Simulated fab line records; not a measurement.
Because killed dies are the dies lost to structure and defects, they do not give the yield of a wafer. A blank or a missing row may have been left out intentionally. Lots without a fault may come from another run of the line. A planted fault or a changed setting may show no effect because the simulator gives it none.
Chamber matching | flow n5 finfet | rie diel-02 running N5_BEOL_M0_SAQP_ETCH_49: 4 sister chambers
The step etches SiO2 in CF4/O2, target depth 37 nm. 24 wafers are shown with their chamber, then 12 later ones without.

== EACH WAFER AND ITS CHAMBER ==
wafer  | chamber | showerhead plenum p Torr (Torr) | drypump motor current A (A) | rf vpp V (V)
L078.3 | 2       | 2.18                            | 5.8                         | 238
L078.4 | 3       | 2.12                            | 6.5                         | 236
L078.6 | 0       | 2.20                            | 6.5                         | 247
L081.4 | 2       | 2.18                            | 5.8                         | 237
L081.5 | 2       | 2.18                            | 5.8                         | 237
L081.6 | 1       | 2.28                            | 5.7                         | 240
L082.1 | 2       | 2.18                            | 5.8                         | 234
L082.2 | 1       | 2.28                            | 5.7                         | 241
L082.4 | 0       | 2.20                            | 6.6                         | 247
L083.1 | 2       | 2.18                            | 5.9                         | 237
L083.4 | 3       | 2.12                            | 6.6                         | 236
L083.5 | 3       | 2.12                            | 6.5                         | 235
L084.4 | 2       | 2.18                            | 5.8                         | 238
L084.5 | 3       | 2.12                            | 6.5                         | 237
L084.6 | 2       | 2.18                            | 5.8                         | 236
L088.1 | 2       | 2.17                            | 5.8                         | 238
L088.3 | 3       | 2.12                            | 6.5                         | 237
L088.5 | 0       | 2.19                            | 6.5                         | 246
L089.2 | 3       | 2.12                            | 6.5                         | 237
L089.4 | 1       | 2.28                            | 5.7                         | 242
L089.5 | 1       | 2.28                            | 5.7                         | 241
L091.2 | 2       | 2.17                            | 5.8                         | 237
L091.4 | 1       | 2.28                            | 5.7                         | 242
L091.5 | 3       | 2.12                            | 6.6                         | 236

SIGNATURES, as means of the wafers listed above
reading                  | chamber 0 | chamber 1 | chamber 2 | chamber 3 | scatter within a chamber
showerhead plenum p Torr | 2.1967    | 2.2800    | 2.1778    | 2.1200    | 0.00333
drypump motor current A  | 6.533     | 5.700     | 5.811     | 6.529     | 0.0386
rf vpp V                 | 246.67    | 241.20    | 236.89    | 236.29    | 0.995
Rule: for a wafer and a chamber, the distance is found by dividing, reading by reading, the gap between the wafer's reading and the chamber's mean by the reading's scatter, squaring, summing and taking the root. If the next closest chamber is less than 2 further off than the closest, the wafer can't be placed; otherwise it belongs to the closest. The scatter: the root of (the sum of the squares of (reading less its chamber's mean) over the shown wafers, divided by (wafers less chambers)).

== WAFERS WHOSE CHAMBER IS MISSING ==
wafer  | showerhead plenum p Torr (Torr) | drypump motor current A (A) | rf vpp V (V)
L093.1 | 2.19                            | 6.5                         | 248
L093.2 | 2.17                            | 5.9                         | 236
L093.4 | 2.28                            | 5.7                         | 241
L094.2 | 2.27                            | 5.7                         | 241
L094.3 | 2.17                            | 5.9                         | 237
L094.4 | 2.19                            | 6.5                         | 247
L096.2 | 2.17                            | 5.9                         | 236
L096.3 | 2.19                            | 6.5                         | 245
L096.5 | 2.17                            | 5.8                         | 237
L097.2 | 2.19                            | 6.6                         | 247
L097.4 | 2.17                            | 5.8                         | 236
L097.6 | 2.19                            | 6.6                         | 246

== WHICH CHAMBER EACH WENT THROUGH ==
wafer  | from the rows above | in truth
L093.1 | 0                   | 0
L093.2 | 2                   | 2
L093.4 | 1                   | 1
L094.2 | 1                   | 1
L094.3 | 2                   | 2
L094.4 | 0                   | 0
L096.2 | 2                   | 2
L096.3 | 0                   | 0
L096.5 | 2                   | 2
L097.2 | 0                   | 0
L097.4 | 2                   | 2
L097.6 | 0                   | 0
Correct placement for 12 of the 12. From these rows, 0 cannot be placed. Wrongly placed: 0.
